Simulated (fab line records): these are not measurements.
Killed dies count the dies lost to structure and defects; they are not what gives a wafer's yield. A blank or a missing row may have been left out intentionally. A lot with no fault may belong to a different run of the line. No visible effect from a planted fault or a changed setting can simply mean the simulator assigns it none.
Which tool was responsible? | flow n5 finfet | 9 lots with 27 wafers sampled at 6 steps, on a route of 1938 steps

== WHAT THE GAUGES SHOWED, per wafer ==
N5_MOL_CONTACT_COAG_INSPECT_57: inspects for defects (brightfield). Usual: raw defect count at 210, with a standard deviation of 64.
lot  | measured     | on                | raw defect count | flag
L942 | day 5 19:25  | defect inspect-02 | 217 121 167      |
L943 | day 6 00:53  | defect inspect-01 | 158 126 182      |
L944 | day 6 07:43  | defect inspect-02 | 224 284 204      |
L949 | day 7 12:48  | defect inspect-01 | 235 184 1031     | OFF
L955 | day 9 02:51  | defect inspect-02 | 134 243 154      |
L959 | day 10 01:08 | defect inspect-02 | 248 221 259      |
L960 | day 10 12:18 | defect inspect-01 | 182 217 242      |
L961 | day 10 18:25 | defect inspect-02 | 160 165 167      |
L962 | day 11 01:59 | defect inspect-01 | 214 242 203      |

N5_BEOL_M4_RC_MEAS_101. Usual: DIBL_N 36.4 mV/V, standard deviation 1.4; DIBL_P 36.3 mV/V, standard deviation 1.8; IOFF_N 0.163 nA/um, standard deviation 0.024; IOFF_P 0.21 nA/um, standard deviation 0.034; ION_N 673 uA/um, standard deviation 11; ION_P 461 uA/um, standard deviation 7.4; SS_N 71.6 mV/dec, standard deviation 0.52; SS_P 73.3 mV/dec, standard deviation 0.58; VT_N 249.4 mV, standard deviation 2.5; VT_P -250 mV, standard deviation 3.5.
lot  | measured     | on        | DIBL_N (mV/V)  | DIBL_P (mV/V)  | IOFF_N (nA/um)    | IOFF_P (nA/um) | ION_N (uA/um) | ION_P (uA/um) | SS_N (mV/dec)  | SS_P (mV/dec)  | VT_N (mV)         | VT_P (mV)      | flag
L942 | day 8 18:12  | prober-02 | 36.8 36.2 35.0 | 37.2 36.3 35.3 | 0.173 0.167 0.147 | 0.19 0.19 0.17 | 674 685 668   | 449 455 453   | 71.8 71.4 71.9 | 73.8 72.5 72.8 | 246.7 246.7 251.3 | -254 -254 -254 |
L943 | day 9 00:22  | prober-02 | 34.6 36.9 37.7 | 33.8 36.4 38.1 | 0.118 0.154 0.176 | 0.20 0.25 0.27 | 651 661 682   | 458 462 477   | 70.6 72.2 72.1 | 72.5 72.9 74.1 | 254.1 247.8 249.6 | -248 -247 -243 |
L944 | day 9 09:47  | prober-01 | 37.5 39.0 37.6 | 38.4 39.6 38.6 | 0.198 0.209 0.190 | 0.24 0.26 0.24 | 678 679 682   | 458 460 469   | 72.5 72.6 71.7 | 74.3 74.2 73.8 | 247.3 246.0 248.4 | -249 -252 -249 |
L949 | day 10 02:36 | prober-02 | 37.4 37.1 35.2 | 37.7 37.6 35.3 | 0.189 0.195 0.146 | 0.24 0.24 0.20 | 675 708 686   | 464 472 470   | 71.9 71.1 71.2 | 73.2 73.7 73.1 | 245.7 246.1 252.9 | -250 -247 -251 |
L955 | day 11 21:12 | prober-02 | 37.7 35.0 35.7 | 35.9 33.7 33.7 | 0.174 0.124 0.138 | 0.21 0.17 0.17 | 663 661 653   | 451 455 448   | 72.5 71.4 71.8 | 73.4 73.3 72.7 | 252.2 254.1 252.6 | -249 -250 -256 |
L959 | day 12 22:25 | prober-01 | 39.8 38.6 38.2 | 39.1 37.8 37.4 | 0.201 0.186 0.171 | 0.26 0.25 0.23 | 667 684 666   | 458 467 463   | 71.8 71.5 71.7 | 74.0 73.6 73.3 | 250.8 249.1 248.9 | -245 -245 -247 |
L960 | day 13 15:14 | prober-02 | 35.1 36.0 35.1 | 34.8 35.2 35.0 | 0.137 0.146 0.142 | 0.19 0.20 0.20 | 665 666 662   | 460 455 456   | 70.9 71.1 70.9 | 73.0 72.9 72.6 | 250.8 251.1 248.0 | -250 -250 -248 |
L961 | day 13 12:08 | prober-02 | 35.3 34.5 35.9 | 31.4 30.9 32.4 | 0.130 0.117 0.137 | 0.15 0.14 0.16 | 674 669 660   | 453 450 446   | 71.3 70.8 70.6 | 72.9 72.6 72.0 | 250.6 251.5 250.8 | -258 -257 -255 |
L962 | day 13 18:05 | prober-01 | 37.4 40.3 36.6 | 35.5 38.7 33.9 | 0.158 0.217 0.146 | 0.23 0.30 0.22 | 674 691 656   | 466 465 458   | 71.0 72.4 71.6 | 73.2 73.9 72.1 | 249.3 245.3 254.2 | -247 -242 -247 |

== TOOL THAT RAN EACH LOT (tool first, then ch and the chambers of the sampled wafers, then the start) ==
lot  | N5_MOL_CONTACT_COAG_CO_FILL_22   | N5_MOL_CONTACT_COAG_PRE_CLEAN_142 | N5_MOL_CONTACT_COAG_CMP_28    | N5_MOL_CONTACT_COAG_ETCH_89
L942 | cvd co-01 ch 0,1,2, day 5 12:08  | pvd sputter-03, day 5 15:08       | cmp-01 ch 0,2,3, day 5 18:00  | rie diel-04 ch 0,1,3, day 5 19:29
L943 | cvd co-01 ch 0,1,2, day 5 19:11  | pvd sputter-03, day 5 20:32       | cmp-03 ch 1,2, day 5 23:13    | rie diel-03 ch 1,3, day 6 01:00
L944 | cvd co-02 ch 0,2, day 6 00:43    | pvd sputter-01, day 6 03:41       | cmp-03 ch 0,1,2, day 6 06:20  | rie diel-03 ch 0,1,2, day 6 08:29
L949 | cvd co-02 ch 0,1, day 7 06:10    | pvd sputter-01, day 7 08:50       | cmp-01 ch 1,2, day 7 11:34    | rie diel-06 ch 0,1,2, day 7 12:52
L955 | cvd co-01 ch 0,1, day 8 19:01    | pvd sputter-01, day 8 22:50       | cmp-02 ch 0,2, day 9 01:30    | rie diel-03 ch 0,2,3, day 9 03:01
L959 | cvd co-01 ch 1,2, day 9 18:23    | pvd sputter-02, day 9 21:07       | cmp-03 ch 1,3, day 9 23:47    | rie diel-03 ch 2,3, day 10 01:13
L960 | cvd co-01 ch 1,2, day 10 05:15   | pvd sputter-02, day 10 08:15      | cmp-02 ch 1,3, day 10 10:55   | rie diel-06 ch 0,1, day 10 12:53
L961 | cvd co-02 ch 0,1, day 10 12:13   | pvd sputter-01, day 10 14:32      | cmp-03 ch 1,2,3, day 10 17:09 | rie diel-03 ch 0,2, day 10 18:29
L962 | cvd co-02 ch 0,1,2, day 10 19:18 | pvd sputter-02, day 10 21:44      | cmp-02 ch 2,3, day 11 00:31   | rie diel-03 ch 0,1,2, day 11 02:17
- N5_MOL_CONTACT_COAG_CO_FILL_22: material Co, precursor CCTBA/H2, target thk 20 nm.
- N5_MOL_CONTACT_COAG_PRE_CLEAN_142: time 60 s.
- N5_MOL_CONTACT_COAG_CMP_28: polishes, stops on SiNx, t overpolish 0.85 s, target thk 14.522 nm.
- N5_MOL_CONTACT_COAG_ETCH_89: etches underlayer in N2/H2, target depth 13 nm, time 10.4 s.

== WHAT THE TOOLS THEMSELVES READ (means of the sampled wafers that have a number; where no wafer has one, the mark that the record gives instead) ==
N5_MOL_CONTACT_COAG_CO_FILL_22. Usual: heater power w at 251 W, with a standard deviation of 30.
lot  | tool      | heater power w (W) | flag
L942 | cvd co-01 | 261                |
L943 | cvd co-01 | 262                |
L944 | cvd co-02 | 239                |
L949 | cvd co-02 | 232                |
L955 | cvd co-01 | 257                |
L959 | cvd co-01 | 290                |
L960 | cvd co-01 | 294                |
L961 | cvd co-02 | 233                |
L962 | cvd co-02 | 247                |

N5_MOL_CONTACT_COAG_PRE_CLEAN_142. Usual: heater power w at 473 W, with a standard deviation of 53.
lot  | tool           | heater power w (W) | flag
L942 | pvd sputter-03 | 442                |
L943 | pvd sputter-03 | 440                |
L944 | pvd sputter-01 | 450                |
L949 | pvd sputter-01 | 453                |
L955 | pvd sputter-01 | 447                |
L959 | pvd sputter-02 | 520                |
L960 | pvd sputter-02 | 560                |
L961 | pvd sputter-01 | 443                |
L962 | pvd sputter-02 | 458                |

N5_MOL_CONTACT_COAG_CMP_28. Usual: motor current A 12.0 A, standard deviation 0.92; time to endpoint s 4.9 s, standard deviation 1.9.
lot  | tool   | motor current A (A) | time to endpoint s (s) | flag
L942 | cmp-01 | 12.3                | 3.1                    |
L943 | cmp-03 | 11.9                | 5.8                    |
L944 | cmp-03 | 11.6                | 7.6                    |
L949 | cmp-01 | 13.1                | 4.6                    |
L955 | cmp-02 | 12.5                | 5.2                    |
L959 | cmp-03 | 12.1                | 4.4                    |
L960 | cmp-02 | 11.7                | 3.8                    |
L961 | cmp-03 | 12.2                | 5.6                    |
L962 | cmp-02 | 11.9                | 4.7                    |

N5_MOL_CONTACT_COAG_ETCH_89. Usual: drypump motor current A 5.5 A, standard deviation 0.37; etch rf on time s 10.44 s, standard deviation 0.2; oes product au 0.69 a.u., standard deviation 0.076; rf vpp V 524.3 V, standard deviation 2.4; showerhead plenum p Torr 2.56 Torr, standard deviation 0.086; throttle valve pct 17.8 %, standard deviation 0.33.
lot  | tool        | drypump motor current A (A) | etch rf on time s (s) | oes product au (a.u.) | rf vpp V (V) | showerhead plenum p Torr (Torr) | throttle valve pct (%) | flag
L942 | rie diel-04 | 5.6                         | 10.35                 | 0.71                  | 526.3        | 2.64                            | 17.8                   |
L943 | rie diel-03 | 5.7                         | 10.65                 | 0.59                  | 525.6        | 2.58                            | 18.3                   |
L944 | rie diel-03 | 5.4                         | 10.59                 | 0.72                  | 525.0        | 2.57                            | 17.7                   |
L949 | rie diel-06 | 5.3                         | 10.41                 | 0.66                  | 521.3        | 2.49                            | 17.9                   |
L955 | rie diel-03 | 5.5                         | 10.45                 | 0.77                  | 525.8        | 2.60                            | 17.8                   |
L959 | rie diel-03 | 5.7                         | 10.48                 | 0.76                  | 525.7        | 2.67                            | 17.7                   |
L960 | rie diel-06 | 5.4                         | 10.52                 | 0.63                  | 521.8        | 2.47                            | 18.0                   |
L961 | rie diel-03 | 5.3                         | 10.46                 | 0.72                  | 522.6        | 2.54                            | 17.7                   |
L962 | rie diel-03 | 5.5                         | 10.55                 | 0.74                  | 524.1        | 2.55                            | 17.6                   |

== THE ANSWER, worked out from the rows above alone ==
Rule: take the mean of a lot's wafers that have a number; if it is more than 3 standard deviations from the usual mean, the lot is off. Also off: a lot with no number at a reading for which 4 or more lots have one. Where the step has rows for the other lots, those lots are counted as sound. First the gauges in route order, then the tools' own readings, where a lot's mean is used as printed above. At the first step where some lot is off, the reading lying furthest off is the one used; lots without a number count as furthest.
Off, at N5_MOL_CONTACT_COAG_INSPECT_57 on raw defect count: L949.
A tool fits if, at a process step before that reading, it ran every lot that is off, and no sound lot after the first of them. Those tools and the gauges at N5_MOL_CONTACT_COAG_INSPECT_57 are tried in the same way. One fits: N5_MOL_CONTACT_COAG_CMP_28 on cmp-01. Its last sound lot is L942 (day 5 18:00), its first lot that is off L949 (day 7 11:34): a fault that began between those two fits.

== WHAT WAS PUT IN BY THE SIMULATOR ==
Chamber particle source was cmp-01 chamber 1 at N5_MOL_CONTACT_COAG_CMP_28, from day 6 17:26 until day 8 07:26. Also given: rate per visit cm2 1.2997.
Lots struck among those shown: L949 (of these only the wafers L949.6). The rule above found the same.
